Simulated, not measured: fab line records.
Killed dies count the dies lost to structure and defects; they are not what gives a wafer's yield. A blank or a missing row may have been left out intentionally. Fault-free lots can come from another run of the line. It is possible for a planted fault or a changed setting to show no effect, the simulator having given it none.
Comparing a struck lot with a sound one :: flow n5 finfet :: 39 steps out of a route of 1938
Sound: wafers L181.1, L181.2, L181.4. Struck: wafer L176.5; the same lot's L176.3 was not struck, so it is left out; see the end for the cause.
At each step with rows: each side's tool, then ch and its chambers, then its first start. Under that, the readings that differ: sound wafers :: struck wafers :: difference of the means :: sigmas: that difference in standard deviations of wafers without a fault.
alike: same words and numbers on both sides, and readings whose means sit less than 2 such deviations apart. not compared: any withheld reading, any reading some wafer has no value for, any bound like >300 that may hide the same value, and any number with overlapping values for which the record gives no deviation.
A row with sigmas, a row that says differs or no value, or rows on one side alone: a step with any of these is where the two part. Numbers that have no deviation but don't overlap get no sigmas and don't part them. A reading missing from all wafers of one side parts the sides only when that side holds two or more wafers.

first, 9 steps without rows for these wafers: N5_SDB_CMP_30 (polishes, stops on poly-Si, t overpolish 1.54 s, target thk 30 nm); N5_DUMMY_REMOVAL_HM_STRIP_01 (strips SiNx in CH3F/O2, stops on poly-Si, target depth 4 nm, time 6.8 s); N5_DUMMY_REMOVAL_STRIP_10 (strips in N2/H2, time 40 s); N5_DUMMY_REMOVAL_PRECLEAN_07 (cleans in dHF, time 30 s); N5_DUMMY_REMOVAL_DUMMY_REMOVE_02 (chemistry TMAH, target poly-Si, stops on SiO2, target depth 142 nm, time 57 s, rinse time 30 s); N5_DUMMY_REMOVAL_PRECLEAN_08 (cleans in NF3:NH3, afs cycles 2, time 20 s, sublimation time 60 s); N5_DUMMY_REMOVAL_PRECLEAN_04 (cleans in DHF, time 37 s); N5_DUMMY_REMOVAL_SRD_05 (time 30 s); N5_HKMG_FIN_IL_REGROW_00 (material SiO2, chemistry O3, target thk 0.75 nm, time 30 s).
N5_HKMG_FIN_HK_ALD_01: deposits HfO2, target thk 1.6 nm, pulse time 3 s, purge time 3 s.
  sound on ald hk-03 ch 0,1,3, day 9 11:16; struck on ald hk-01 ch 1, day 8 05:06
reading: ald cycles
sound: 30 30 30
struck: 54
difference: +24
sigmas: 

reading: model.HfO2_of_HKMG_FIN_HK_ALD_01.thk nm (nm)
sound: 1.6 1.6 1.6
struck: 2.8
difference: +1.2
sigmas: 
  alike: precursor pulse height rel
then, 26 steps without rows for these wafers: N5_HKMG_FIN_HK_ANNEAL_02 (time 30 s); N5_HKMG_FIN_ALD_74 (deposits La2O3, target thk 0.5 nm, pulse time 6 s, co reactant pulse time 1 s); N5_HKMG_FIN_ALD_75 (deposits Al2O3, target thk 1 nm, co reactant pulse time 1 s); N5_HKMG_FIN_COAT_41 (time 60 s, resist thk 300 nm); N5_HKMG_FIN_COAT_42 (time 60 s, resist thk 35 nm); N5_HKMG_FIN_COAT_43 (resist thk 90 nm); N5_HKMG_FIN_EBR_45; N5_HKMG_FIN_SOFTBAKE_44 (time 60 s); N5_HKMG_FIN_EXPOSE_46 (exposes mask NDIPOLE); N5_HKMG_FIN_PEB_47 (peb time 60 s); N5_HKMG_FIN_DEVELOP_48 (develop time 30 s); N5_HKMG_FIN_DESCUM_53 (chemistry O2, time 7.9 s); N5_HKMG_FIN_ETCH_54 (etches SiARC in CF4, target depth 45.5 nm, time 75.8 s); N5_HKMG_FIN_ETCH_55 (etches SOC in N2/H2, target depth 240 nm, time 300 s); N5_HKMG_FIN_STRIP_56 (strips in N2/H2); N5_HKMG_FIN_STRIP_57 (strips in CF4); N5_HKMG_FIN_ETCH_58 (etches SOC in N2/H2, target depth 215.8 nm, time 741 s); N5_HKMG_FIN_STRIP_93 (strips SOC in N2/H2, time 20 s); N5_HKMG_FIN_WET_ETCH_76 (etches Al2O3 in dNH4OH, stops on La2O3, target depth 2.25 nm, rinse time 30 s); N5_HKMG_FIN_STRIP_60 (strips in N2/H2, time 360 s); N5_HKMG_FIN_WET_ETCH_77 (etches La2O3 in dHCl, stops on HfO2, target depth 2 nm); N5_HKMG_FIN_WET_ETCH_78 (etches Al2O3 in dNH4OH, stops on La2O3, target depth 4.5 nm, rinse time 30 s); N5_HKMG_FIN_ALD_79 (deposits TiN, target thk 1.5 nm, pulse time 1 s, purge time 3 s); N5_HKMG_FIN_CVD_62 (deposits a-Si from Si2H6, target thk 3 nm, time 20.8 s); N5_HKMG_FIN_RTA_80 (time 2 s); N5_HKMG_FIN_PRECLEAN_64 (cleans in dHF, time 30 s).
N5_HKMG_FIN_THK_MEAS_70: measures by xrf.
  sound on film metro-01, day 9 14:45; struck on film metro-01, day 8 08:30
reading: HK_THK (nm)
sound: 1.556 1.597 1.561
struck: 2.851
difference: +1.280
sigmas: +61
-- the record jumps here: 5 days lie between the struck wafers' starts before and after (it left off in module HKMG_FIN and takes up again in module BEOL_M4, whose first step shown is number 1111 of the route) --
N5_BEOL_M4_RC_MEAS_101:
  sound on prober-01 ch 0, day 13 20:20; struck on prober-02 ch 0, day 13 13:59
reading: DIBL_N (mV/V)
sound: 39.0 35.8 35.1
struck: 43.6
difference: +7.0
sigmas: +3

reading: DIBL_P (mV/V)
sound: 39.1 35.5 34.9
struck: 45.0
difference: +8.5
sigmas: +3

reading: EOT_N
sound: 10.59 10.48 10.33
struck: 13.15
difference: +2.68
sigmas: +27

reading: EOT_P
sound: 10.49 10.39 10.20
struck: 12.99
difference: +2.63
sigmas: +29

reading: IGATE_N (nA/um)
sound: 0.0133 0.0128 0.0164
struck: 0.0000
difference: -0.0142
sigmas: -8

reading: IGATE_P (nA/um)
sound: 0.0040 0.0038 0.0050
struck: 0.0000
difference: -0.0043
sigmas: -8

reading: IOFF_N (nA/um)
sound: 0.20 0.15 0.14
struck: 0.28
difference: +0.12
sigmas: +3

reading: IOFF_P (nA/um)
sound: 0.29 0.20 0.19
struck: 0.35
difference: +0.12
sigmas: +3

reading: ION_P (uA/um)
sound: 460 457 470
struck: 433
difference: -29
sigmas: -3

reading: SS_P (mV/dec)
sound: 74.2 72.7 73.6
struck: 76.2
difference: +2.7
sigmas: +3
  alike: ION_N, SS_N, VT_N, VT_P
-- a jump in the record: the struck wafers' starts before and after are 4 days apart (it breaks off in module BEOL_M4 and resumes in module PASSIVATION, where the first step shown is number 1936 of the route) --
N5_PASSIVATION_PROBE_49:
  record: rows for the struck wafers here (prober-01, day 18 01:28), none for the sound ones

== WHERE THEY PART ==
First at N5_HKMG_FIN_THK_MEAS_70; last, within this record, at N5_PASSIVATION_PROBE_49.

WHY: what had been put in by the simulator
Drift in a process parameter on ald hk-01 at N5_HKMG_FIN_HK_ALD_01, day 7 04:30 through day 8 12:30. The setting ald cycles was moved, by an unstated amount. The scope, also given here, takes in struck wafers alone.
